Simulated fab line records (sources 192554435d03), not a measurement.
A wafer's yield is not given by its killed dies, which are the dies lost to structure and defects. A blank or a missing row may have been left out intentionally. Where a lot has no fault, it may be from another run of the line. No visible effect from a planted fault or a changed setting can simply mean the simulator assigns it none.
Problem report in the 8D (eight disciplines) form, filled by code | flow n5-finfet | the parts of the form that need people (team, actions taken, sign-off) are left out

## 1. THE PROBLEM
Mean of rf-fwd-power-W at N5_BEOL_M12_ETCH_67: 675.3 W across 6 wafers in 2 lots; on wafers with no fault it is 543.2 W (standard deviation 1.8). Relative to the usual mean, that is a shift of +73 standard deviations.
The step: etches SiARC in CF4, target depth 143 nm, time 238.3 s.
The first sign was on wafer L329.2 at day 13 07:10, on rie-diel-06. The record has a number at this step for 33 wafers belonging to 11 lots. The rule behind "out" and "out of limits": a value lying over 4 standard deviations away from the usual mean. The other wafers with a number count as sound.

## 2. WHAT IT IS, AND WHAT IT ISN'T
question                    | is                                          | is not
which readings at this step | rf-fwd-power-W, etch-rf-on-time-s, rf-vpp-V | drypump-motor-current-A, showerhead-plenum-p-Torr, throttle-valve-pct
which lots                  | L329, L330                                  | L319, L320, L322, L331, L336, L338, L340, L341, L342
which wafers of those lots  | all that have a number                      | -
read on which tools         | rie-diel-06                                 | rie-diel-01, rie-diel-05
when                        | from day 13 07:10                           | up to then (9 sound wafers); but 18 sound wafers of L331, L336, L338, L340, L341, L342 came after

## 3. WHAT RULES OUT EACH SUSPECT
Counting: a tool at a process step up to the reading stays a suspect if it ran every lot that is out and no sound lot after the first of them.
- pecvd-02 at N5_BEOL_M11_DEP_56 (deposits SiCN from 3MS/NH3, target thk 30 nm, time 10.5 s): ruled out as a lasting fault. Sound lots L336, L340, L341 ran on it after its first lot that is out, L329 (day 13 05:31).
- rie-diel-06 at N5_BEOL_M12_ETCH_67 (etches SiARC in CF4, target depth 143 nm, time 238.3 s): kept. It processed each lot that is out, first L329 at day 13 07:10, and no sound lot thereafter; up to then, the last sound lot it processed was L320 at day 11 00:09. Out on those wafers are its own readings of etch-rf-on-time-s, rf-fwd-power-W, rf-vpp-V.
Remaining after the count: rie-diel-06 at N5_BEOL_M12_ETCH_67.

## 4. THE CAUSE (what the simulator had put in)
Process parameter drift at N5_BEOL_M12_ETCH_67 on rie-diel-06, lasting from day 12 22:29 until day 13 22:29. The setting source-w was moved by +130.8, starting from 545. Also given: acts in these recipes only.
After counting, this tool was the only one left.

## 5. SEQUENCE OF EFFECTS, ordered by route
One row per reading whose mean, taken over the struck wafers that have a number, lies over 3 standard deviations from the usual. Readings are gone through only where the record gives a usual standard deviation; hours: the median, over the lots, of the time from a lot's start at the first step in this table giving one to that lot's start at this step; sigmas: the change measured in usual standard deviations.
hours | step                | reading           | usual   | on struck wafers | change | sigmas
0     | N5_BEOL_M12_ETCH_67 | etch-rf-on-time-s | 236 s   | 196              | -40    | -12
0     | N5_BEOL_M12_ETCH_67 | rf-fwd-power-W    | 543.2 W | 675.3            | +132.1 | +73
0     | N5_BEOL_M12_ETCH_67 | rf-vpp-V          | 184.1 V | 171.3            | -12.8  | -11
Process steps it contains:
- N5_BEOL_M12_ETCH_67: etches SiARC in CF4, target depth 143 nm, time 238.3 s.

## 6. HOW IT WOULD HAVE BEEN CAUGHT EARLIER
In this record no reading fell out of limits until day 13 07:10, 9 hours after the fault had begun at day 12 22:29.
